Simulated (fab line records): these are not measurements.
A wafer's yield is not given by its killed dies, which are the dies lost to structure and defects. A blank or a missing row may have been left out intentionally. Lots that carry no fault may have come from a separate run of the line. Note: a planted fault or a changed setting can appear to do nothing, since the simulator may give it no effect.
Split-lot experiment ; flow n5 finfet ; 7 lots, 21 wafers read, on a route of 1938 steps

## THE SPLIT
At N5_BEOL_M7_ETCH_41 (etches SiCN in CH3F/O2, target depth 31.9 nm, time 57.8 s), the setting source w was moved away from the recipe's 395 W on 3 of the 21 wafers read, by -13.2% to +11.1%. The other wafers ran this setting at the recipe's value.

The reading comes from the split's own step.

## THE READING
rf vpp V, in V, at N5_BEOL_M7_ETCH_41 (etches SiCN in CH3F/O2, target depth 31.9 nm, time 57.8 s). A value of 297.3 V with a standard deviation of 1.7 V is what fault-free wafers of this fab line usually give.

wafer;tool, chamber at the split;source w as run, W;against the recipe;rf vpp V, V;against lot-mates on the recipe
L074.1;rie diel-05, 3;395;recipe;296.6;-
L074.2;rie diel-05, 2;395;recipe;299.8;-
L074.4;rie diel-05, 1;342.9;-13.2%;313.8;+15.6
L076.4;rie diel-04, 2;395;recipe;297.9;-
L076.5;rie diel-04, 1;395;recipe;297.2;-
L076.6;rie diel-04, 0;395;recipe;296.4;-
L078.2;rie diel-05, 3;395;recipe;297.0;-
L078.4;rie diel-05, 0;395;recipe;295.7;-
L078.6;rie diel-05, 0;395;recipe;296.5;-
L084.2;rie diel-04, 2;395;recipe;298.5;-
L084.5;rie diel-04, 0;395;recipe;297.8;-
L084.6;rie diel-04, 3;395;recipe;295.0;-
L087.1;rie diel-03, 1;395;recipe;294.7;-
L087.5;rie diel-03, 3;432.5;+9.5%;291.2;-5.0
L087.6;rie diel-03, 2;395;recipe;297.7;-
L090.1;rie diel-05, 1;395;recipe;296.9;-
L090.3;rie diel-05, 0;395;recipe;295.4;-
L090.6;rie diel-05, 0;395;recipe;296.9;-
L095.2;rie diel-03, 0;438.7;+11.1%;285.6;-10.4
L095.4;rie diel-03, 0;395;recipe;297.1;-
L095.6;rie diel-03, 1;395;recipe;294.8;-

THE FIT
A straight line over all 21 wafers: rf vpp V changes by -1.05 V for each +1% of source w; r = -0.94; the points scatter about the line by 1.7 V.
The same after taking each lot's own level away (the mean of its wafers on the recipe; 21 wafers): -0.958 V for each +1%; r = -0.94; scatter 1.6 V.
Per that fit: largest source w move, reading shift of 13 V.
Measured against the standard deviation above, the lots' own levels, which go from 295.95 to 298.20 V, span 1.3 times it.
The two slopes agree, so the slope changes little with the lot-to-lot level.
Check: for one of the wafers moved furthest among these (-13.2%), held out of the fit, the line's prediction against its lot-mates is +10.1 V. It came out at +15.6 V against them.
Tool readings at the split's step, against how far the setting was moved: rf vpp V r = -0.94.

## FURTHER SPLITS ON THESE WAFERS
Note: prior to the reading, these wafers also went through further splits. Each is held against what the fit with the lots' levels taken away leaves over:
other split on the same wafers;wafers away from the commonest value;r with rf vpp V (lot level and that fit taken away)
N5_BEOL_M5_COAT_65 spin rpm;7;+0.24
N5_BEOL_M6_COAT_22 spin rpm;7;+0.26
N5_BEOL_M6_EXPOSE_25 dose mj;9;-0.16
N5_BEOL_M7_PECVD_70 temp c;8;-0.32
N5_BEOL_M7_VIA_ETCH_34 source w;7;-0.27

## THE FILE'S OWN FIT
rf vpp V changes by -0.95 V for each +1% of source w, r = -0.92.
